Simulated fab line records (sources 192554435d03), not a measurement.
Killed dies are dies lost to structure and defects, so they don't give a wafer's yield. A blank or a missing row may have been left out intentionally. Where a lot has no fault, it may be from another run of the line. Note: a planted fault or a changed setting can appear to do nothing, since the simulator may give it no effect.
Which tool did it? + flow n5 finfet + 24 lots with 72 wafers sampled at 3 steps, on a route of 1938 steps

== WHAT THE GAUGES READ, wafer by wafer ==
N5_BEOL_M1_CD_MEAS_28: target cd y 23.3 nm. Usual: cd nm reads 24.05 nm (standard deviation 0.24).
| lot  | measured     | on        | cd nm (nm)        | flag |
|------|--------------|-----------|-------------------|------|
| L074 | day 6 07:43  | cd sem-03 | 23.96 23.85 24.31 |      |
| L075 | day 6 10:41  | cd sem-03 | 24.35 23.78 24.71 |      |
| L076 | day 6 19:16  | cd sem-02 | 23.96 23.96 24.02 |      |
| L077 | day 7 00:01  | cd sem-03 | 23.95 24.10 24.04 |      |
| L078 | day 7 00:05  | cd sem-01 | 24.39 24.00 24.27 |      |
| L079 | day 7 09:08  | cd sem-01 | 24.10 23.71 23.88 |      |
| L080 | day 7 18:54  | cd sem-02 | 23.57 24.19 24.02 |      |
| L081 | day 8 00:56  | cd sem-01 | 23.73 24.30 24.04 |      |
| L082 | day 8 04:21  | cd sem-02 | 23.96 23.81 23.86 |      |
| L083 | day 8 10:33  | cd sem-03 | 24.25 24.02 24.02 |      |
| L084 | day 9 01:26  | cd sem-03 | 24.46 24.14 23.85 |      |
| L085 | day 9 02:03  | cd sem-02 | 23.80 23.89 23.87 |      |
| L087 | day 9 10:43  | cd sem-03 | 24.20 24.34 24.17 |      |
| L086 | day 9 10:50  | cd sem-02 | 24.20 24.01 23.93 |      |
| L088 | day 9 23:53  | cd sem-02 | 24.17 24.22 24.07 |      |
| L089 | day 10 09:01 | cd sem-02 | 24.45 24.11 24.11 |      |
| L090 | day 10 11:09 | cd sem-02 | 23.92 23.52 23.64 |      |
| L091 | day 10 14:44 | cd sem-02 | 23.87 23.79 23.89 |      |
| L092 | day 10 14:55 | cd sem-01 | 23.98 24.19 24.00 |      |
| L093 | day 10 18:41 | cd sem-03 | 24.01 24.19 23.92 |      |
| L094 | day 11 07:13 | cd sem-01 | 23.98 23.83 24.34 |      |
| L095 | day 11 13:26 | cd sem-02 | 24.05 23.86 23.88 |      |
| L096 | day 11 19:29 | cd sem-03 | 24.05 24.53 23.90 |      |
| L097 | day 11 19:40 | cd sem-03 | 24.00 24.22 24.28 |      |

== WHAT TOOL EACH LOT RAN ON (gives the tool, then ch and the chambers of the sampled wafers, and finally the start) ==
| lot  | N5_BEOL_M1_ETCH_74                 | N5_BEOL_M1_STRIP_66                |
|------|------------------------------------|------------------------------------|
| L074 | rie diel-02 ch 2,3, day 6 06:53    | rie diel-02 ch 2,3, day 6 07:04    |
| L075 | rie diel-02 ch 1,2,3, day 6 09:54  | rie diel-02 ch 1,2,3, day 6 10:04  |
| L076 | rie diel-05 ch 0,2,3, day 6 18:25  | rie diel-05 ch 0,2,3, day 6 18:35  |
| L077 | rie diel-02 ch 1,2, day 6 23:09    | rie diel-02 ch 1,2, day 6 23:19    |
| L078 | rie diel-05 ch 1,2,3, day 6 23:14  | rie diel-05 ch 1,2,3, day 6 23:24  |
| L079 | rie diel-02 ch 1,2,3, day 7 08:25  | rie diel-02 ch 1,2,3, day 7 08:35  |
| L080 | rie diel-06 ch 2,3, day 7 18:03    | rie diel-06 ch 2,3, day 7 18:14    |
| L081 | rie diel-02 ch 0,1,2, day 8 00:14  | rie diel-02 ch 0,1,2, day 8 00:24  |
| L082 | rie diel-06 ch 2,3, day 8 03:20    | rie diel-06 ch 2,3, day 8 03:31    |
| L083 | rie diel-02 ch 0,3, day 8 09:43    | rie diel-02 ch 0,3, day 8 09:53    |
| L084 | rie diel-06 ch 1,2, day 9 00:41    | rie diel-06 ch 1,2, day 9 00:51    |
| L085 | rie diel-02 ch 0,1,3, day 9 01:20  | rie diel-02 ch 0,1,3, day 9 01:31  |
| L087 | rie diel-02 ch 1,3, day 9 10:01    | rie diel-02 ch 1,3, day 9 10:11    |
| L086 | rie diel-06 ch 0,1, day 9 10:07    | rie diel-06 ch 0,1, day 9 10:17    |
| L088 | rie diel-05 ch 0,2,3, day 9 22:59  | rie diel-05 ch 0,2,3, day 9 23:09  |
| L089 | rie diel-05 ch 0,2,3, day 10 08:18 | rie diel-05 ch 0,2,3, day 10 08:28 |
| L090 | rie diel-05 ch 0,1,2, day 10 10:26 | rie diel-05 ch 0,1,2, day 10 10:37 |
| L091 | rie diel-06 ch 0,1,2, day 10 13:53 | rie diel-06 ch 0,1,2, day 10 14:04 |
| L092 | rie diel-05 ch 1,2,3, day 10 14:02 | rie diel-05 ch 1,2,3, day 10 14:13 |
| L093 | rie diel-02 ch 0,3, day 10 17:58   | rie diel-02 ch 0,3, day 10 18:09   |
| L094 | rie diel-05 ch 1,2,3, day 11 06:30 | rie diel-05 ch 1,2,3, day 11 06:40 |
| L095 | rie diel-06 ch 0,2,3, day 11 12:44 | rie diel-06 ch 0,2,3, day 11 12:54 |
| L096 | rie diel-05 ch 1,3, day 11 18:31   | rie diel-05 ch 1,3, day 11 18:41   |
| L097 | rie diel-02 ch 2,3, day 11 18:47   | rie diel-02 ch 2,3, day 11 18:57   |
- N5_BEOL_M1_ETCH_74: etches underlayer in N2/H2, target depth 6.5 nm, time 5.2 s.
- N5_BEOL_M1_STRIP_66: strips in CF4.

== WHAT THE TOOLS THEMSELVES READ (means of the sampled wafers that have a number; where no wafer has one, the mark that the record gives instead) ==
N5_BEOL_M1_ETCH_74. Usual: drypump motor current A 5.7 A, standard deviation 0.39; etch rf on time s 5.16 s, standard deviation 0.088; oes product au 0.66 a.u., standard deviation 0.071; rf vpp V 524.3 V, standard deviation 2.6; showerhead plenum p Torr 2.55 Torr, standard deviation 0.087; throttle valve pct 17.88 %, standard deviation 0.25.
| lot  | tool        | drypump motor current A (A) | etch rf on time s (s) | oes product au (a.u.) | rf vpp V (V) | showerhead plenum p Torr (Torr) | throttle valve pct (%) | flag |
|------|-------------|-----------------------------|-----------------------|-----------------------|--------------|---------------------------------|------------------------|------|
| L074 | rie diel-02 | 5.8                         | 5.16                  | 0.69                  | 524.2        | 2.59                            | 17.79                  |      |
| L075 | rie diel-02 | 5.7                         | 5.13                  | 0.67                  | 525.2        | 2.61                            | 17.95                  |      |
| L076 | rie diel-05 | 5.5                         | 5.22                  | 0.63                  | 522.9        | 2.56                            | 17.87                  |      |
| L077 | rie diel-02 | 5.6                         | 5.15                  | 0.63                  | 526.8        | 2.63                            | 18.14                  |      |
| L078 | rie diel-05 | 5.7                         | 5.13                  | 0.66                  | 525.3        | 2.57                            | 17.73                  |      |
| L079 | rie diel-02 | 5.7                         | 5.25                  | 0.65                  | 527.1        | 2.60                            | 17.97                  |      |
| L080 | rie diel-06 | 5.5                         | 5.29                  | 0.59                  | 520.9        | 2.44                            | 18.14                  |      |
| L081 | rie diel-02 | 6.0                         | 5.16                  | 0.68                  | 525.6        | 2.62                            | 18.02                  |      |
| L082 | rie diel-06 | 5.4                         | 5.22                  | 0.59                  | 520.4        | 2.44                            | 18.16                  |      |
| L083 | rie diel-02 | 5.9                         | 5.13                  | 0.75                  | 524.8        | 2.58                            | 17.74                  |      |
| L084 | rie diel-06 | 5.9                         | 5.22                  | 0.64                  | 523.4        | 2.49                            | 17.70                  |      |
| L085 | rie diel-02 | 5.8                         | 5.22                  | 0.71                  | 525.4        | 2.61                            | 17.90                  |      |
| L087 | rie diel-02 | 5.4                         | 5.20                  | 0.65                  | 524.7        | 2.62                            | 18.07                  |      |
| L086 | rie diel-06 | 5.7                         | 5.14                  | 0.70                  | 521.7        | 2.44                            | 17.48                  |      |
| L088 | rie diel-05 | 5.5                         | 5.08                  | 0.62                  | 524.5        | 2.55                            | 17.92                  |      |
| L089 | rie diel-05 | 5.5                         | 5.10                  | 0.61                  | 523.5        | 2.54                            | 17.94                  |      |
| L090 | rie diel-05 | 5.5                         | 5.17                  | 0.63                  | 524.3        | 2.56                            | 17.87                  |      |
| L091 | rie diel-06 | 5.7                         | 5.25                  | 0.64                  | 520.3        | 2.46                            | 17.74                  |      |
| L092 | rie diel-05 | 5.7                         | 5.13                  | 0.64                  | 524.3        | 2.56                            | 17.77                  |      |
| L093 | rie diel-02 | 6.2                         | 5.18                  | 0.73                  | 525.3        | 2.59                            | 17.79                  |      |
| L094 | rie diel-05 | 5.7                         | 5.13                  | 0.64                  | 524.3        | 2.56                            | 17.77                  |      |
| L095 | rie diel-06 | 5.4                         | 5.18                  | 0.67                  | 524.4        | 2.54                            | 17.95                  |      |
| L096 | rie diel-05 | 5.8                         | 5.10                  | 0.63                  | 526.7        | 2.63                            | 17.82                  |      |
| L097 | rie diel-02 | 5.9                         | 5.10                  | 0.77                  | 524.1        | 2.58                            | 17.66                  |      |

N5_BEOL_M1_STRIP_66. Usual: drypump motor current A 5.7 A, standard deviation 0.39; oes product au 0.76 a.u., standard deviation 0.077; rf vpp V 271.4 V, standard deviation 1.6; showerhead plenum p Torr 1.81 Torr, standard deviation 0.049; throttle valve pct 13.66 %, standard deviation 0.25.
| lot  | tool        | drypump motor current A (A) | oes product au (a.u.) | rf vpp V (V) | showerhead plenum p Torr (Torr) | throttle valve pct (%) | flag |
|------|-------------|-----------------------------|-----------------------|--------------|---------------------------------|------------------------|------|
| L074 | rie diel-02 | 5.7                         | 0.80                  | 273.0        | 1.82                            | 13.51                  |      |
| L075 | rie diel-02 | 5.7                         | 0.76                  | 272.6        | 1.84                            | 13.69                  |      |
| L076 | rie diel-05 | 5.5                         | 0.72                  | 270.6        | 1.82                            | 13.76                  |      |
| L077 | rie diel-02 | 5.6                         | 0.72                  | 272.4        | 1.86                            | 13.88                  |      |
| L078 | rie diel-05 | 5.7                         | 0.76                  | 271.8        | 1.82                            | 13.53                  |      |
| L079 | rie diel-02 | 5.7                         | 0.76                  | 272.7        | 1.84                            | 13.72                  |      |
| L080 | rie diel-06 | 5.4                         | 0.69                  | 268.7        | 1.73                            | 14.00                  |      |
| L081 | rie diel-02 | 6.0                         | 0.78                  | 272.3        | 1.84                            | 13.72                  |      |
| L082 | rie diel-06 | 5.4                         | 0.68                  | 270.4        | 1.73                            | 13.99                  |      |
| L083 | rie diel-02 | 5.8                         | 0.86                  | 273.0        | 1.82                            | 13.39                  |      |
| L084 | rie diel-06 | 5.9                         | 0.75                  | 271.0        | 1.77                            | 13.57                  |      |
| L085 | rie diel-02 | 5.8                         | 0.82                  | 271.4        | 1.83                            | 13.59                  |      |
| L087 | rie diel-02 | 5.5                         | 0.76                  | 272.5        | 1.84                            | 13.76                  |      |
| L086 | rie diel-06 | 5.8                         | 0.81                  | 268.9        | 1.76                            | 13.47                  |      |
| L088 | rie diel-05 | 5.5                         | 0.71                  | 270.2        | 1.81                            | 13.79                  |      |
| L089 | rie diel-05 | 5.5                         | 0.71                  | 271.3        | 1.81                            | 13.79                  |      |
| L090 | rie diel-05 | 5.5                         | 0.73                  | 271.1        | 1.81                            | 13.64                  |      |
| L091 | rie diel-06 | 5.7                         | 0.75                  | 270.3        | 1.75                            | 13.64                  |      |
| L092 | rie diel-05 | 5.7                         | 0.73                  | 270.7        | 1.81                            | 13.60                  |      |
| L093 | rie diel-02 | 6.2                         | 0.84                  | 271.6        | 1.82                            | 13.43                  |      |
| L094 | rie diel-05 | 5.7                         | 0.73                  | 270.7        | 1.81                            | 13.60                  |      |
| L095 | rie diel-06 | 5.4                         | 0.78                  | 270.5        | 1.80                            | 13.75                  |      |
| L096 | rie diel-05 | 5.7                         | 0.73                  | 272.9        | 1.84                            | 13.53                  |      |
| L097 | rie diel-02 | 5.9                         | 0.89                  | 272.4        | 1.82                            | 13.37                  |      |

== THE ANSWER, worked out from the rows above alone ==
Rule: take the mean of a lot's wafers that have a number; if it is more than 3 standard deviations from the usual mean, the lot is off. Also off: a lot with no number at a reading for which 4 or more lots have one. Any other lot the step has rows for is counted as sound. After the gauges, taken in route order, come the tools' own readings; for these a lot's mean is taken, as printed above. At the first step where some lot is off, the reading lying furthest off is the one used; lots without a number count as furthest.
No lot is off at any reading shown: from this, nothing can be told.

== WHAT HAD BEEN PUT IN BY THE SIMULATOR ==
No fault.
